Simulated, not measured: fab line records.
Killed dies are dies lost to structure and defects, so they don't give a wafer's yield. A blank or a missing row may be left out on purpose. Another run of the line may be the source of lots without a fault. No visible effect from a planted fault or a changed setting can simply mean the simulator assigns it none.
One fault through the eyes of 3 desks || flow nand-harc || every desk sees just its own numbers, and what lay behind them comes last

== THE DEFECT DESK ==
Per lot, the means of the sampled wafers with a number show what the inspections along the route counted. If a lot's mean is further than 4 standard deviations from the usual mean, the lot is out of limits and carries the mark OUT (the distance appears in the brackets).
Columns: A = raw-defect-count at NHARC_HYBRID_BOND_INSPECT_06, usual 97
{"lot": "L624", "first seen here": "day 23 13:53", "A": 120}
{"lot": "L626", "first seen here": "day 24 07:43", "A": 109}
{"lot": "L627", "first seen here": "day 24 07:43", "A": 31}
{"lot": "L625", "first seen here": "day 24 12:04", "A": 102}
{"lot": "L636", "first seen here": "day 28 19:03", "A": 77}
{"lot": "L643", "first seen here": "day 31 11:13", "A": 162}
{"lot": "L644", "first seen here": "day 31 16:58", "A": 133}
{"lot": "L645", "first seen here": "day 32 09:03", "A": 43}
{"lot": "L646", "first seen here": "day 33 08:11", "A": 108}
{"lot": "L647", "first seen here": "day 33 08:11", "A": 65}
This desk's finding: nothing out of limits on any of the 10 lots.

== THE TOOL OWNER'S DESK: grinder-01 ==
The tool's own readings at NHARC_THIN_TSV_GRIND_00: means of the sampled wafers that have a number, for each lot that ran on this tool. If a lot's mean is further than 4 standard deviations from the usual mean, the lot is out of limits and carries the mark OUT (the distance appears in the brackets).
Columns: A = motor-current-A at NHARC_THIN_TSV_GRIND_00, usual 12.003 A
{"lot": "L624", "first seen here": "day 23 14:02", "A": 12.009}
{"lot": "L626", "first seen here": "day 24 08:17", "A": 12.020}
{"lot": "L627", "first seen here": "day 24 09:17", "A": 11.989}
{"lot": "L625", "first seen here": "day 24 12:25", "A": 11.988}
{"lot": "L636", "first seen here": "day 28 19:35", "A": 12.028}
{"lot": "L643", "first seen here": "day 31 11:45", "A": 12.005}
{"lot": "L644", "first seen here": "day 32 00:00", "A": 11.994}
{"lot": "L645", "first seen here": "day 32 09:24", "A": 11.997}
{"lot": "L646", "first seen here": "day 33 08:44", "A": 11.978}
{"lot": "L647", "first seen here": "day 33 09:56", "A": 12.002}
This desk's finding: nothing out of limits on any of the 10 lots.

== THE METROLOGY DESK ==
Lot by lot, what the gauges showed, no matter which tool ran the lot: averages of those sampled wafers that carry a number. If a lot's mean is further than 4 standard deviations from the usual mean, the lot is out of limits and carries the mark OUT (the distance appears in the brackets).
Columns: A = thk-nm at NHARC_A_BONDPAD_THK_MEAS_20, usual 169.8 nm; B = thk-nm at NHARC_THIN_TSV_THK_MEAS_02, usual 3031 nm
{"lot": "L624", "first seen here": "day 23 02:22", "A": 170.4, "B": 3022}
{"lot": "L627", "first seen here": "day 23 17:53", "A": 170.6, "B": 2946}
{"lot": "L626", "first seen here": "day 23 21:22", "A": 169.9, "B": 3069}
{"lot": "L625", "first seen here": "day 24 01:28", "A": 171.7, "B": 3106}
{"lot": "L636", "first seen here": "day 28 09:20", "A": 168.6, "B": "1748 (-5.6) OUT"}
{"lot": "L643", "first seen here": "day 31 00:49", "A": 170.5, "B": 3079}
{"lot": "L644", "first seen here": "day 31 06:08", "A": 169.8, "B": 2814}
{"lot": "L645", "first seen here": "day 31 15:42", "A": 171.1, "B": 2838}
{"lot": "L647", "first seen here": "day 32 22:02", "A": 169.7, "B": 3018}
{"lot": "L646", "first seen here": "day 32 23:19", "A": 168.0, "B": 3153}
Finding of this desk: L636 out of limits; the first was L636 at day 28 20:40, on thk-nm at NHARC_THIN_TSV_THK_MEAS_02. L624, L627, L626, L625, L643, L644, L645, L647, L646: within limits.

== PUT TOGETHER ==
Metrology desk: alarm possible at day 28 20:40 on L636.
The defect desk saw nothing out of limits.
The desk of the tool owner found nothing out of limits.
The defect desk has L636 on record, within its limits.
Tool owner's desk: L636 on record, inside its limits.
Every lot named ran NHARC_THIN_TSV_GRIND_00 on grinder-01.

== WHAT THE SIMULATOR PUT IN ==
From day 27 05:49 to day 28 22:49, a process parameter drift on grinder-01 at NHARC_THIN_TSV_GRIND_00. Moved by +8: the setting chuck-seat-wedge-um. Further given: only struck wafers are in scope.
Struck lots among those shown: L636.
Hours from the fault's start to each desk's first reading out of limits: the metrology desk, 39.
